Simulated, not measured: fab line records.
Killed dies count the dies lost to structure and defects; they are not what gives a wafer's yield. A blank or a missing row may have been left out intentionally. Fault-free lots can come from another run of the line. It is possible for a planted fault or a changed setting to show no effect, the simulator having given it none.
The tool behind it: which one? / flow nand_harc / Sampling: 11 lots, 33 wafers, 7 of 1302 route steps

== WHAT THE GAUGES READ, wafer by wafer ==
NHARC_A_BLC_INSPECT_28. Usual: raw_defect_count 519, standard deviation 120.
lot=L920; measured=day 23 15:46; on=defect_inspect-02; raw_defect_count=414 616 546; flag=
lot=L921; measured=day 24 00:34; on=defect_inspect-02; raw_defect_count=387 695 577; flag=
lot=L922; measured=day 25 00:41; on=defect_inspect-02; raw_defect_count=554 488 439; flag=
lot=L923; measured=day 25 06:33; on=defect_inspect-01; raw_defect_count=369 533 769; flag=
lot=L925; measured=day 26 13:25; on=defect_inspect-01; raw_defect_count=535 369 939; flag=
lot=L926; measured=day 26 17:57; on=defect_inspect-01; raw_defect_count=393 480 426; flag=
lot=L936; measured=day 30 12:23; on=defect_inspect-02; raw_defect_count=674 619 735; flag=
lot=L937; measured=day 30 19:32; on=defect_inspect-01; raw_defect_count=563 470 505; flag=
lot=L939; measured=day 31 08:34; on=defect_inspect-02; raw_defect_count=534 572 1056; flag=
lot=L938; measured=day 31 10:55; on=defect_inspect-02; raw_defect_count=510 424 484; flag=
lot=L940; measured=day 32 05:33; on=defect_inspect-01; raw_defect_count=411 389 525; flag=

NHARC_A_M0_THK_MEAS_24: measures by xrf. Usual: thk_nm 113.7 nm, standard deviation 1.6.
lot=L920; measured=day 23 19:10; on=film_metro-02; thk_nm (nm)=115.2 114.1 113.9; flag=
lot=L921; measured=day 24 03:59; on=film_metro-02; thk_nm (nm)=113.8 116.2 114.9; flag=
lot=L922; measured=day 25 04:07; on=film_metro-02; thk_nm (nm)=113.7 114.2 114.4; flag=
lot=L923; measured=day 25 09:51; on=film_metro-01; thk_nm (nm)=112.8 115.2 116.1; flag=
lot=L925; measured=day 26 16:58; on=film_metro-01; thk_nm (nm)=28.0 28.4 30.0; flag=OFF
lot=L926; measured=day 26 21:13; on=film_metro-01; thk_nm (nm)=30.2 30.4 30.8; flag=OFF
lot=L936; measured=day 30 15:41; on=film_metro-01; thk_nm (nm)=115.3 113.3 114.8; flag=
lot=L937; measured=day 30 23:30; on=film_metro-02; thk_nm (nm)=114.7 114.7 113.1; flag=
lot=L939; measured=day 31 11:58; on=film_metro-02; thk_nm (nm)=112.9 112.5 114.2; flag=
lot=L938; measured=day 31 14:19; on=film_metro-02; thk_nm (nm)=112.4 112.2 111.0; flag=
lot=L940; measured=day 32 09:28; on=film_metro-02; thk_nm (nm)=113.1 115.2 112.5; flag=

NHARC_END_SORT_01. Usual: value, then standard deviation, for each; defect_limited_yield 91.1 % / 2.9; killed_at_array 55 / 19; killed_at_other 0.8 / 1.1; killed_at_periphery 4.0 / 2.6; killed_dies 60 / 20; killed_open 3.4 / 1.7; killed_short 2.6 / 1.5.
lot=L925; measured=day 28 05:41; on=prober-01; defect_limited_yield (%)=0 0 0; killed_at_array=672 673 672; killed_at_other=1 1 0; killed_at_periphery=4 3 5; killed_dies=677 677 677; killed_open=3 6 3; killed_short=1 2 4; flag=OFF
lot=L926; measured=day 28 10:59; on=prober-02; defect_limited_yield (%)=0 0 0; killed_at_array=673 671 669; killed_at_other=2 3 2; killed_at_periphery=2 3 6; killed_dies=677 677 677; killed_open=1 1 4; killed_short=1 3 6; flag=OFF

== TOOL THAT RAN EACH LOT (tool first, then ch and the chambers of the sampled wafers, then the start) ==
lot=L920; NHARC_A_BLC_STRIP_21=rie_diel-08 ch 0,2, day 23 13:58; NHARC_A_BLC_ALD_23=ald_metal-02 ch 0,1, day 23 14:40; NHARC_A_M0_ECD_22=ecd_cu-01 ch 0,1, day 23 18:14; NHARC_A_M0_CMP_23=cmp-04 ch 0,2, day 23 18:51
lot=L921; NHARC_A_BLC_STRIP_21=rie_diel-11 ch 0,1,2, day 23 22:46; NHARC_A_BLC_ALD_23=ald_metal-02 ch 1,2,3, day 23 23:26; NHARC_A_M0_ECD_22=ecd_cu-02 ch 0,1, day 24 02:56; NHARC_A_M0_CMP_23=cmp-02 ch 0,1,2, day 24 03:41
lot=L922; NHARC_A_BLC_STRIP_21=rie_diel-11 ch 0,1,2, day 24 22:51; NHARC_A_BLC_ALD_23=ald_metal-02 ch 0,1,2, day 24 23:31; NHARC_A_M0_ECD_22=ecd_cu-02 ch 0,1, day 25 03:05; NHARC_A_M0_CMP_23=cmp-03 ch 1,2,3, day 25 03:50
lot=L923; NHARC_A_BLC_STRIP_21=rie_diel-13 ch 1,3, day 25 04:45; NHARC_A_BLC_ALD_23=ald_metal-03 ch 0,1,2, day 25 05:28; NHARC_A_M0_ECD_22=ecd_cu-01 ch 0,1, day 25 08:50; NHARC_A_M0_CMP_23=cmp-04 ch 0,1,3, day 25 09:35
lot=L925; NHARC_A_BLC_STRIP_21=rie_diel-08 ch 0,1,2, day 26 11:29; NHARC_A_BLC_ALD_23=ald_metal-03 ch 0,2, day 26 12:11; NHARC_A_M0_ECD_22=ecd_cu-02 ch 0,1, day 26 15:56; NHARC_A_M0_CMP_23=cmp-03 ch 0,1,3, day 26 16:41
lot=L926; NHARC_A_BLC_STRIP_21=rie_diel-08 ch 2,3, day 26 16:05; NHARC_A_BLC_ALD_23=ald_metal-03 ch 0,2,3, day 26 16:47; NHARC_A_M0_ECD_22=ecd_cu-02 ch 0, day 26 20:11; NHARC_A_M0_CMP_23=cmp-04 ch 1,2,3, day 26 20:58
lot=L936; NHARC_A_BLC_STRIP_21=rie_diel-11 ch 0,1, day 30 10:34; NHARC_A_BLC_ALD_23=ald_metal-03 ch 0,2,3, day 30 11:13; NHARC_A_M0_ECD_22=ecd_cu-02 ch 0,1, day 30 14:42; NHARC_A_M0_CMP_23=cmp-02 ch 0,1, day 30 15:24
lot=L937; NHARC_A_BLC_STRIP_21=rie_diel-08 ch 0,2,3, day 30 17:37; NHARC_A_BLC_ALD_23=ald_metal-01 ch 0,2, day 30 18:17; NHARC_A_M0_ECD_22=ecd_cu-01 ch 0,1, day 30 22:28; NHARC_A_M0_CMP_23=cmp-03 ch 2,3, day 30 23:13
lot=L939; NHARC_A_BLC_STRIP_21=rie_diel-11 ch 1,2, day 31 06:40; NHARC_A_BLC_ALD_23=ald_metal-03 ch 1,2,3, day 31 07:22; NHARC_A_M0_ECD_22=ecd_cu-02 ch 0,1, day 31 10:58; NHARC_A_M0_CMP_23=cmp-02 ch 1,2,3, day 31 11:41
lot=L938; NHARC_A_BLC_STRIP_21=rie_diel-13 ch 1,3, day 31 09:07; NHARC_A_BLC_ALD_23=ald_metal-02 ch 0,1,3, day 31 09:49; NHARC_A_M0_ECD_22=ecd_cu-02 ch 0,1, day 31 13:17; NHARC_A_M0_CMP_23=cmp-02 ch 0,3, day 31 13:59
lot=L940; NHARC_A_BLC_STRIP_21=rie_diel-08 ch 0,2,3, day 32 03:43; NHARC_A_BLC_ALD_23=ald_metal-01 ch 0,1,2, day 32 04:22; NHARC_A_M0_ECD_22=ecd_cu-02 ch 0,1, day 32 07:58; NHARC_A_M0_CMP_23=cmp-02 ch 0,1,3, day 32 09:08
- NHARC_A_BLC_STRIP_21: strips in O2.
- NHARC_A_BLC_ALD_23: deposits TiN, target thk 3 nm, pulse time 1 s, ald cycles 150.
- NHARC_A_M0_ECD_22: material Cu, target thk 400 nm.
- NHARC_A_M0_CMP_23: polishes, t overpolish 20 s, target thk 113.75 nm.

== WHAT THE TOOLS THEMSELVES READ (means of the sampled wafers that have a number; where no wafer has one, the mark that the record gives instead) ==
NHARC_A_BLC_STRIP_21. Usual: drypump_motor_current_A 5.4 A, standard deviation 0.52; oes_product_au 1.001 a.u., standard deviation 0.011; rf_vpp_V 58.0 V, standard deviation 0.84; showerhead_plenum_p_Torr 3.59 Torr, standard deviation 0.16; throttle_valve_pct 17.036 %, standard deviation 0.0077.
lot=L920; tool=rie_diel-08; drypump_motor_current_A (A)=4.9; oes_product_au (a.u.)=0.998; rf_vpp_V (V)=58.0; showerhead_plenum_p_Torr (Torr)=3.41; throttle_valve_pct (%)=17.035; flag=
lot=L921; tool=rie_diel-11; drypump_motor_current_A (A)=5.6; oes_product_au (a.u.)=1.001; rf_vpp_V (V)=57.7; showerhead_plenum_p_Torr (Torr)=3.57; throttle_valve_pct (%)=17.037; flag=
lot=L922; tool=rie_diel-11; drypump_motor_current_A (A)=5.6; oes_product_au (a.u.)=0.997; rf_vpp_V (V)=57.3; showerhead_plenum_p_Torr (Torr)=3.57; throttle_valve_pct (%)=17.040; flag=
lot=L923; tool=rie_diel-13; drypump_motor_current_A (A)=5.9; oes_product_au (a.u.)=1.001; rf_vpp_V (V)=58.0; showerhead_plenum_p_Torr (Torr)=3.65; throttle_valve_pct (%)=17.037; flag=
lot=L925; tool=rie_diel-08; drypump_motor_current_A (A)=4.9; oes_product_au (a.u.)=0.993; rf_vpp_V (V)=57.7; showerhead_plenum_p_Torr (Torr)=3.55; throttle_valve_pct (%)=17.037; flag=
lot=L926; tool=rie_diel-08; drypump_motor_current_A (A)=5.3; oes_product_au (a.u.)=1.000; rf_vpp_V (V)=57.4; showerhead_plenum_p_Torr (Torr)=3.59; throttle_valve_pct (%)=17.035; flag=
lot=L936; tool=rie_diel-11; drypump_motor_current_A (A)=5.3; oes_product_au (a.u.)=0.999; rf_vpp_V (V)=57.5; showerhead_plenum_p_Torr (Torr)=3.44; throttle_valve_pct (%)=17.032; flag=
lot=L937; tool=rie_diel-08; drypump_motor_current_A (A)=5.2; oes_product_au (a.u.)=1.000; rf_vpp_V (V)=57.5; showerhead_plenum_p_Torr (Torr)=3.51; throttle_valve_pct (%)=17.034; flag=
lot=L939; tool=rie_diel-11; drypump_motor_current_A (A)=5.4; oes_product_au (a.u.)=1.004; rf_vpp_V (V)=58.5; showerhead_plenum_p_Torr (Torr)=3.72; throttle_valve_pct (%)=17.043; flag=
lot=L938; tool=rie_diel-13; drypump_motor_current_A (A)=6.0; oes_product_au (a.u.)=1.004; rf_vpp_V (V)=57.1; showerhead_plenum_p_Torr (Torr)=3.62; throttle_valve_pct (%)=17.032; flag=
lot=L940; tool=rie_diel-08; drypump_motor_current_A (A)=5.2; oes_product_au (a.u.)=1.008; rf_vpp_V (V)=57.6; showerhead_plenum_p_Torr (Torr)=3.51; throttle_valve_pct (%)=17.033; flag=

NHARC_A_BLC_ALD_23. Usual: heater_power_w 1111 W, standard deviation 110; precursor_pulse_height_rel 0.999, standard deviation 0.02.
lot=L920; tool=ald_metal-02; heater_power_w (W)=1089; precursor_pulse_height_rel=0.969; flag=
lot=L921; tool=ald_metal-02; heater_power_w (W)=1016; precursor_pulse_height_rel=0.994; flag=
lot=L922; tool=ald_metal-02; heater_power_w (W)=1045; precursor_pulse_height_rel=1.005; flag=
lot=L923; tool=ald_metal-03; heater_power_w (W)=1134; precursor_pulse_height_rel=1.004; flag=
lot=L925; tool=ald_metal-03; heater_power_w (W)=1108; precursor_pulse_height_rel=1.010; flag=
lot=L926; tool=ald_metal-03; heater_power_w (W)=1187; precursor_pulse_height_rel=0.989; flag=
lot=L936; tool=ald_metal-03; heater_power_w (W)=1177; precursor_pulse_height_rel=0.995; flag=
lot=L937; tool=ald_metal-01; heater_power_w (W)=995; precursor_pulse_height_rel=0.995; flag=
lot=L939; tool=ald_metal-03; heater_power_w (W)=1112; precursor_pulse_height_rel=0.995; flag=
lot=L938; tool=ald_metal-02; heater_power_w (W)=1053; precursor_pulse_height_rel=0.999; flag=
lot=L940; tool=ald_metal-01; heater_power_w (W)=1037; precursor_pulse_height_rel=1.002; flag=

NHARC_A_M0_ECD_22. Usual: bath_heat_duty_pct 6.7 %, standard deviation 1; bath_temp_c 25.01 C, standard deviation 0.1.
lot=L920; tool=ecd_cu-01; bath_heat_duty_pct (%)=6.4; bath_temp_c (C)=25.05; flag=
lot=L921; tool=ecd_cu-02; bath_heat_duty_pct (%)=7.7; bath_temp_c (C)=25.01; flag=
lot=L922; tool=ecd_cu-02; bath_heat_duty_pct (%)=7.4; bath_temp_c (C)=24.99; flag=
lot=L923; tool=ecd_cu-01; bath_heat_duty_pct (%)=6.1; bath_temp_c (C)=24.97; flag=
lot=L925; tool=ecd_cu-02; bath_heat_duty_pct (%)=-; bath_temp_c (C)=-; flag=OFF
lot=L926; tool=ecd_cu-02; bath_heat_duty_pct (%)=-; bath_temp_c (C)=-; flag=OFF
lot=L936; tool=ecd_cu-02; bath_heat_duty_pct (%)=7.4; bath_temp_c (C)=24.93; flag=
lot=L937; tool=ecd_cu-01; bath_heat_duty_pct (%)=6.3; bath_temp_c (C)=24.98; flag=
lot=L939; tool=ecd_cu-02; bath_heat_duty_pct (%)=7.0; bath_temp_c (C)=24.88; flag=
lot=L938; tool=ecd_cu-02; bath_heat_duty_pct (%)=7.7; bath_temp_c (C)=25.05; flag=
lot=L940; tool=ecd_cu-02; bath_heat_duty_pct (%)=7.9; bath_temp_c (C)=25.02; flag=

NHARC_A_M0_CMP_23. Usual: edge_zone_pressure_frac 1.000, standard deviation 0.0049; motor_current_A 12.1 A, standard deviation 1.3; slurry_flow_ml_min 150.0, standard deviation 0.44; time_to_endpoint_s 29 s, standard deviation 3.1.
lot=L920; tool=cmp-04; edge_zone_pressure_frac=0.994; motor_current_A (A)=12.6; slurry_flow_ml_min=150.0; time_to_endpoint_s (s)=31; flag=
lot=L921; tool=cmp-02; edge_zone_pressure_frac=0.994; motor_current_A (A)=11.3; slurry_flow_ml_min=150.3; time_to_endpoint_s (s)=28; flag=
lot=L922; tool=cmp-03; edge_zone_pressure_frac=1.003; motor_current_A (A)=10.9; slurry_flow_ml_min=149.7; time_to_endpoint_s (s)=27; flag=
lot=L923; tool=cmp-04; edge_zone_pressure_frac=0.999; motor_current_A (A)=12.1; slurry_flow_ml_min=149.8; time_to_endpoint_s (s)=30; flag=
lot=L925; tool=cmp-03; edge_zone_pressure_frac=1.000; motor_current_A (A)=12.0; slurry_flow_ml_min=150.0; time_to_endpoint_s (s)=2; flag=OFF
lot=L926; tool=cmp-04; edge_zone_pressure_frac=0.999; motor_current_A (A)=13.3; slurry_flow_ml_min=150.4; time_to_endpoint_s (s)=5; flag=OFF
lot=L936; tool=cmp-02; edge_zone_pressure_frac=1.000; motor_current_A (A)=11.7; slurry_flow_ml_min=149.9; time_to_endpoint_s (s)=29; flag=
lot=L937; tool=cmp-03; edge_zone_pressure_frac=0.996; motor_current_A (A)=10.6; slurry_flow_ml_min=150.1; time_to_endpoint_s (s)=29; flag=
lot=L939; tool=cmp-02; edge_zone_pressure_frac=0.995; motor_current_A (A)=11.9; slurry_flow_ml_min=150.0; time_to_endpoint_s (s)=29; flag=
lot=L938; tool=cmp-02; edge_zone_pressure_frac=1.005; motor_current_A (A)=11.3; slurry_flow_ml_min=149.5; time_to_endpoint_s (s)=29; flag=
lot=L940; tool=cmp-02; edge_zone_pressure_frac=1.001; motor_current_A (A)=11.5; slurry_flow_ml_min=149.7; time_to_endpoint_s (s)=26; flag=

== THE ANSWER, worked out from the rows above alone ==
Rule: take the mean of a lot's wafers that have a number; if it is more than 3 standard deviations from the usual mean, the lot is off. Also off: a lot with no number at a reading for which 4 or more lots have one. Any other lot the step has rows for is counted as sound. First the gauges in route order, then the tools' own readings, where a lot's mean is used as printed above. At the first step where some lot is off, the reading lying furthest off is the one used; lots without a number count as furthest.
Off: L925, L926 (NHARC_A_M0_THK_MEAS_24, thk_nm).
A tool fits if, at a process step before that reading, it ran every lot that is off, and no sound lot after the first of them. The gauges at NHARC_A_M0_THK_MEAS_24 aren't tried: what is off there is off at NHARC_END_SORT_01 too, on other tools, and a gauge's error can't cause that. No candidate that was tried fits.

== WHAT WAS PUT IN BY THE SIMULATOR ==
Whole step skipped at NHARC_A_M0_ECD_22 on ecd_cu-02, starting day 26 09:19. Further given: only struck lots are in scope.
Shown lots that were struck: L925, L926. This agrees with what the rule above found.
